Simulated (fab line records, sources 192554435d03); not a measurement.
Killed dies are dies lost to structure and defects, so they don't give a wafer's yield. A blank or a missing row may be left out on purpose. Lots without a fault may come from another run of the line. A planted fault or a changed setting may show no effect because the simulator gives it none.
fab line records | flow n5_finfet
record lots=10 wafers=29 last_day=18
route steps=1938 shown BEOL_M3@933 BEOL_M4@1111
lots that met no fault: from a run of the same line without faults
start_h: hours from the record's first day to the start of the lot's first wafer shown | wait_h: hours since the lot's step before | " the same as in the row above | L1.1+2: a row that stands for several wafers | - no value, or no start given | * or withheld: withheld | < > ~ a bound
route shown NAME@n: a module of which the file shows steps, and the number in the route of the first | usual: mean/standard deviation of fault-free wafers | same: alike in all rows | chamber/n: place in a boat | sites: the reading at each site | _std_site: their standard deviation | _edge_site: outer sites' mean less inner sites' | radius_mm: how far each site lies from the wafer's centre | mask NAME#n: copy n | behind: the tool/chamber that last shaped the wafer | hold: why the lot was held/for how many hours/how that ended | device: the transistor (n, p or np) that didn't switch | end of line: the same wafers' tests at the end of the route | a step without rows: its recipe alone | killed: dies lost to structure and defects at the first sort, not the wafer's yield | map: a wafer's dies, x killed, . not, _ none there
set.NAME: the setting as run; set.NAME@STEP: as run at that earlier step | model.NAME: the simulator's own value behind a step, which no gauge read
steps of the route over a sample of lots; a table a step, a row a wafer
services: from which hour (start_h, from the record's first day; less than 0 if before it) a tool's chamber was out of use, for how many hours, and why
## steps
# step N5_BEOL_M3_PECVD_72
# recipe material=SiO2 target_thk_a=160 temp_c=400 precursor=TEOS/O2 pressure_torr=5.5 rf_w=450 teos_flow_sccm=53.8 gas=O2 flow_sccm=3000 time_s=18
# usual heater_power_w=704/76 showerhead_plenum_p_Torr=8.74/0.065 throttle_valve_pct=22.1/1.6
# columns lot.wafer tool chamber start_h wait_h heater_power_w showerhead_plenum_p_Torr throttle_valve_pct
L633.2 pecvd-01 2 155.28 0.0 751 8.76 21.9
L633.3 " 1 " " 787 8.68 21.2
L633.6 " 2 " " 770 8.75 21.7
L634.3 pecvd-01 1 157.11 0.0 715 8.68 21.3
L634.4 " 0 " " 676 8.70 25.3
L634.6 " 2 " " 719 8.78 22.1
L640.2 pecvd-01 0 198.34 0.1 689 8.67 25.2
L640.5 " 0 " " 695 8.63 25.5
L640.6 " 1 " " 661 8.70 21.2
L642.1 pecvd-04 1 200.14 0.0 615 8.85 21.5
L642.3 " 0 " " 775 8.73 21.4
L642.6 " 1 " " 617 8.85 21.6
L641.2 pecvd-04 0 201.59 0.0 798 8.75 21.0
L641.3 " 2 " " 711 8.66 22.6
L641.6 " 2 " " 705 8.67 22.4
L644.4 pecvd-01 1 227.80 0.1 667 8.70 21.1
L644.5 " 0 " " 588 8.68 25.3
L644.6 " 2 " " 817 8.75 22.0
L648.1 pecvd-01 0 242.90 0.0 683 8.65 25.5
L648.4 " 2 " " 763 8.76 22.2
L652.1 pecvd-04 0 266.12 0.0 825 8.73 21.6
L652.3 " 0 " " 800 8.71 21.3
L652.5 " 0 " " 806 8.73 21.7
L653.1 pecvd-03 2 268.19 0.0 694 8.84 19.8
L653.2 " 0 " " 621 8.76 22.9
L653.4 " 1 " " 711 8.82 24.0
L656.4 pecvd-04 1 278.10 0.1 564 8.83 21.6
L656.5 " 2 " " 761 8.66 20.3
L656.6 " 0 " " 743 8.74 21.4
# step N5_BEOL_M3_SPUTTER_92
# recipe material=Cu target_thk_a=45 temp_c=-20 chamber_pressure_pa=0.07 power_w=withheld time_s=8.29
# usual throttle_valve_pct=30.3/1.1
# columns lot.wafer tool chamber start_h wait_h throttle_valve_pct
L633.2 pvd_sputter-03 - 170.70 0.1 28.2
L633.3 " - " " 31.7
L633.6 " - " " 31.8
L634.3 pvd_sputter-01 - 177.03 0.1 30.1
L634.4 " - " " 29.2
L634.6 " - " " 29.7
L640.2 pvd_sputter-02 - 210.50 0.1 31.6
L640.5 " - " " 31.6
L640.6 " - " " 30.4
L642.1 pvd_sputter-02 - 215.60 0.1 31.6
L642.3 " - " " 30.2
L642.6 " - " " 30.3
L641.2 pvd_sputter-03 - 216.73 0.1 28.4
L641.3 " - " " 30.6
L641.6 " - " " 31.5
L644.4 pvd_sputter-01 - 247.37 0.1 30.0
L644.5 " - " " 29.7
L644.6 " - " " 30.0
L648.1 pvd_sputter-02 - 256.51 0.1 30.0
L648.4 " - " " 32.1
L653.1 pvd_sputter-03 - 286.12 0.1 29.4
L653.2 " - " " 31.4
L653.4 " - " " 30.7
L652.1 pvd_sputter-03 - 289.75 0.1 31.4
L652.3 " - " " 30.5
L652.5 " - " " 28.2
L656.4 pvd_sputter-02 - 293.25 0.1 31.9
L656.5 " - " " 30.5
L656.6 " - " " 31.9
# step N5_BEOL_M3_SPUTTER_96
# recipe material=Cu target_thk_a=45 temp_c=-20 chamber_pressure_pa=0.07 power_w=withheld time_s=8.29
# usual throttle_valve_pct=30.3/1.1
# columns lot.wafer tool chamber start_h wait_h throttle_valve_pct
L633.2 pvd_sputter-03 - 171.14 0.1 28.3
L633.3 " - " " 31.4
L633.6 " - " " 31.7
L634.3 pvd_sputter-01 - 177.47 0.1 29.8
L634.4 " - " " 29.5
L634.6 " - " " 29.4
L640.2 pvd_sputter-02 - 210.94 0.1 31.7
L640.5 " - " " 31.6
L640.6 " - " " 30.0
L642.1 pvd_sputter-02 - 216.04 0.1 31.5
L642.3 " - " " 29.7
L642.6 " - " " 30.1
L641.2 pvd_sputter-03 - 217.17 0.1 28.4
L641.3 " - " " 30.4
L641.6 " - " " 31.3
L644.4 pvd_sputter-01 - 247.81 0.1 29.7
L644.5 " - " " 29.5
L644.6 " - " " 30.0
L648.1 pvd_sputter-02 - 256.95 0.1 29.9
L648.4 " - " " 32.0
L653.1 pvd_sputter-03 - 286.56 0.1 29.7
L653.2 " - " " 31.8
L653.4 " - " " 30.8
L652.1 pvd_sputter-03 - 290.19 0.1 31.7
L652.3 " - " " 30.4
L652.5 " - " " 28.3
L656.4 pvd_sputter-02 - 293.69 0.1 31.6
L656.5 " - " " 30.1
L656.6 " - " " 32.0
# step N5_BEOL_M3_ANNEAL_51
# recipe temp_c=225 time_s=90 ambient=N2
# usual wafer_temp_C_max=225.87/0.29
# columns lot.wafer tool chamber start_h wait_h wafer_temp_C_max
L633.2 rtp_anneal-01 0 171.39 0.1 226.23
L633.3 " 0 " " 226.34
L633.6 " 0 " " 226.31
L634.3 rtp_anneal-02 0 177.75 0.1 226.04
L634.4 " 0 " " 225.65
L634.6 " 0 " " 225.95
L640.2 rtp_anneal-02 0 211.18 0.1 225.96
L640.5 " 0 " " 225.77
L640.6 " 0 " " 225.99
L642.1 rtp_anneal-02 0 216.23 0.1 225.48
L642.3 " 0 " " 225.91
L642.6 " 0 " " 225.70
L641.2 rtp_anneal-01 0 217.42 0.1 226.16
L641.3 " 0 " " 225.86
L641.6 " 0 " " 225.98
L644.4 rtp_anneal-02 0 248.15 0.2 225.88
L644.5 " 0 " " 225.71
L644.6 " 0 " " 225.74
L648.1 rtp_anneal-02 0 257.33 0.2 225.69
L648.4 " 0 " " 225.67
L653.1 rtp_anneal-01 0 286.75 0.1 226.26
L653.2 " 0 " " 225.99
L653.4 " 0 " " 225.77
L652.1 rtp_anneal-01 0 290.39 0.1 226.03
L652.3 " 0 " " 226.32
L652.5 " 0 " " 226.06
L656.4 rtp_anneal-01 0 294.02 0.2 225.75
L656.5 " 0 " " 226.44
L656.6 " 0 " " 225.70
# step N5_BEOL_M3_CMP_52
# recipe stop_on=SiOC t_overpolish_s=6.8 down_force_psi=1 platen_rpm=50 clearing_platen_down_force_psi=1.5 clearing_platen_rpm=50 post_cmp_clean=cu_alkaline target_thk_nm=40 clearing_platen_pad_velocity_m_s=0.99484 pad_velocity_m_s=0.99484
# usual barrier_field_endpoint_s=24.8/0.59 head_pressure_psi=1.0000/0.0024 motor_current_A=5.9/0.88
# columns lot.wafer tool chamber start_h wait_h barrier_field_endpoint_s head_pressure_psi motor_current_A
L633.3 cmp-02 0 171.68 0.2 25.3 1.0021 6.4
L633.2 " 1 " " 25.0 0.9975 6.9
L633.6 " 3 " " 24.7 1.0032 6.3
L634.4 cmp-03 2 177.97 0.1 24.4 0.9965 6.3
L634.3 " 1 " " 25.5 0.9991 5.8
L634.6 " 3 " " 24.9 1.0018 6.1
L640.2 cmp-04 1 211.54 0.3 25.2 0.9981 6.4
L640.5 " 2 " " 25.7 1.0002 5.2
L640.6 " 3 " " 25.7 0.9963 4.8
L642.3 cmp-04 1 216.53 0.2 25.6 1.0022 6.2
L642.1 " 3 " " 25.1 0.9974 4.7
L642.6 " 2 " " 25.0 1.0014 5.1
L641.3 cmp-04 1 217.94 0.4 24.7 0.9974 7.0
L641.2 " 2 " " 24.9 0.9992 5.3
L641.6 " 0 " " 24.8 1.0024 4.4
L644.4 cmp-02 1 248.42 0.2 20.2 0.9981 7.4
L644.5 " 2 " " 25.0 0.9992 6.3
L644.6 " 3 " " 25.1 0.9997 6.2
L648.1 cmp-04 0 257.62 0.3 19.7 1.0033 4.5
L648.4 " 3 " " 20.5 0.9967 5.0
L653.1 cmp-02 1 287.67 0.9 24.4 0.9965 7.4
L653.4 " 2 " " 25.4 1.0059 6.0
L653.2 " 3 " " 24.1 0.9989 6.6
L652.1 cmp-04 3 290.73 0.3 24.4 1.0027 4.6
L652.3 " 1 " " 24.3 1.0004 6.5
L652.5 " 3 " " 24.1 0.9986 4.7
L656.4 cmp-02 3 294.26 0.2 25.1 0.9983 6.6
L656.6 " 1 " " 25.1 0.9990 6.7
L656.5 " 2 " " 25.5 1.0015 6.2
# step N5_BEOL_M4_RC_MEAS_101
# usual DIBL_N=35.8/1.4 DIBL_P=35.8/1.6 IOFF_N=0.152/0.021 IOFF_P=0.204/0.027 ION_N=672/8.7 ION_P=461/6.2 SS_N=71.5/0.54 SS_P=73.1/0.57 VT_N=250.0/2.5 VT_P=-250.6/2.7
# columns lot.wafer tool chamber start_h wait_h DIBL_N[mV/V] DIBL_P[mV/V] IOFF_N[nA/um] IOFF_P[nA/um] ION_N[uA/um] ION_P[uA/um] SS_N[mV/dec] SS_P[mV/dec] VT_N[mV] VT_P[mV]
L633.2 prober-01 0 184.26 0.2 35.2 35.6 0.168 0.230 678 466 71.2 72.4 247.5 -248.2
L633.3 " 0 " " 33.2 33.7 0.141 0.197 680 463 70.2 72.3 251.0 -248.5
L633.6 " 0 " " 34.6 34.7 0.152 0.206 673 463 71.4 73.0 249.4 -247.2
L634.3 prober-01 0 192.44 0.3 36.7 38.0 0.175 0.212 683 463 72.8 73.2 251.0 -252.0
L634.4 " 0 " " 35.8 37.4 0.163 0.192 692 462 72.6 72.9 249.6 -252.6
L634.6 " 0 " " 35.3 36.7 0.156 0.185 680 461 72.0 72.8 250.9 -254.4
L640.2 prober-02 0 225.48 0.2 36.6 37.1 0.160 0.233 679 465 71.1 72.5 248.2 -248.4
L640.5 " 0 " " 36.0 37.2 0.155 0.227 671 467 71.5 73.1 247.8 -247.3
L640.6 " 0 " " 33.9 34.4 0.123 0.188 679 468 71.0 72.1 251.9 -248.1
L642.1 prober-02 0 230.76 0.0 37.4 36.9 0.174 0.204 678 457 71.3 72.9 247.5 -251.8
L642.3 " 0 " " 35.9 35.8 0.151 0.184 673 455 71.7 72.6 249.7 -251.9
L642.6 " 0 " " 35.4 34.2 0.139 0.163 669 452 71.7 72.9 251.3 -254.3
L641.2 prober-02 0 233.67 0.2 37.8 39.7 0.184 0.225 672 456 71.7 73.4 248.0 -251.6
L641.3 " 0 " " 36.7 38.3 0.150 0.195 670 455 72.2 73.2 251.5 -253.9
L641.6 " 0 " " 36.5 38.4 0.155 0.202 665 455 72.2 73.6 248.2 -252.6
L644.4 prober-01 0 263.83 0.5 34.9 34.4 0.144 0.185 661 456 71.8 73.4 252.3 -251.1
L644.5 " 0 " " 34.8 35.1 0.132 0.185 667 465 72.1 73.1 251.9 -251.1
L644.6 " 0 " " 34.9 34.4 0.133 0.178 671 456 71.6 73.5 255.1 -251.9
L648.1 prober-01 0 269.51 0.0 38.6 36.3 0.179 0.204 673 459 72.2 73.7 247.4 -250.7
L648.4 " 0 " " 38.7 37.7 0.189 0.214 679 462 71.7 73.7 246.5 -251.5
L653.1 prober-02 0 299.63 0.0 33.6 34.9 0.132 0.169 659 453 70.6 72.8 252.8 -251.8
L653.2 " 0 " " 34.1 35.2 0.138 0.173 663 460 70.7 72.7 249.9 -253.6
L653.4 " 0 " " 33.5 34.8 0.126 0.167 671 455 70.5 73.0 252.3 -254.0
L652.1 prober-02 0 302.21 0.0 34.4 32.6 0.107 0.163 665 465 71.2 72.1 252.2 -253.7
L652.3 " 0 " " 37.6 37.1 0.159 0.227 670 465 71.1 73.9 249.6 -247.9
L652.5 " 0 " " 36.8 35.8 0.135 0.200 660 457 72.2 73.2 253.0 -249.8
L656.4 prober-01 0 309.90 0.5 35.5 34.8 0.152 0.199 663 452 72.0 72.9 249.4 -251.6
L656.5 " 0 " " 36.2 35.3 0.175 0.220 669 461 72.1 72.5 246.1 -247.8
L656.6 " 0 " " 35.4 34.3 0.147 0.200 670 460 71.0 72.5 251.8 -249.4
## services
# columns tool chamber start_h hours kind
pvd_sputter-02 - 159.31 7.1 repair
pecvd-03 2 183.78 5.5 scheduled_down
pecvd-01 2 186.98 2.1 scheduled_down
pecvd-01 2 192.19 10.5 repair
pecvd-03 1 197.80 2.1 scheduled_down
pecvd-04 2 202.38 - clean
pecvd-04 2 202.38 - consumable_replace:showerhead
pecvd-04 2 202.38 29.0 scheduled_down
pecvd-04 2 202.38 29.0 vent_cycle
pecvd-03 - 210.90 0.7 repair
cmp-03 - 212.43 9.3 pm
cmp-04 - 213.85 2.0 repair
cmp-02 - 217.07 4.0 pm
cmp-02 - 221.07 - consumable_replace:conditioner
cmp-02 - 221.07 - consumable_replace:pad
cmp-02 - 236.73 3.6 pm
pecvd-01 1 237.48 10.0 repair
rtp_anneal-02 - 259.79 3.4 pm
pecvd-04 1 262.26 5.5 scheduled_down
pecvd-01 0 272.62 5.5 scheduled_down
cmp-02 - 282.84 3.9 repair
pecvd-01 - 283.86 6.0 pm
cmp-04 - 285.55 4.9 pm
## key
first_sign step=N5_BEOL_M3_CMP_52 reading=barrier_field_endpoint_s direction=down sigmas=7.9 usual=24.8 struck=20.1
effect none on later readings
met_at N5_BEOL_M3_PECVD_72
struck_lots L644,L648
struck_wafers L644.4,L648.1,L648.4
not_acting_at N5_BEOL_M3_SPUTTER_92,N5_BEOL_M3_SPUTTER_96,N5_BEOL_M3_ANNEAL_51
onset_between 198.34 227.80
fault kind=process_parameter_drift tool=pecvd-01 chamber=- onset_h=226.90 steps=N5_BEOL_M3_PECVD_72 channel=time_s offset=* shape=step end_h=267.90 scope=struck_wafers_only acts_in=* stated=*
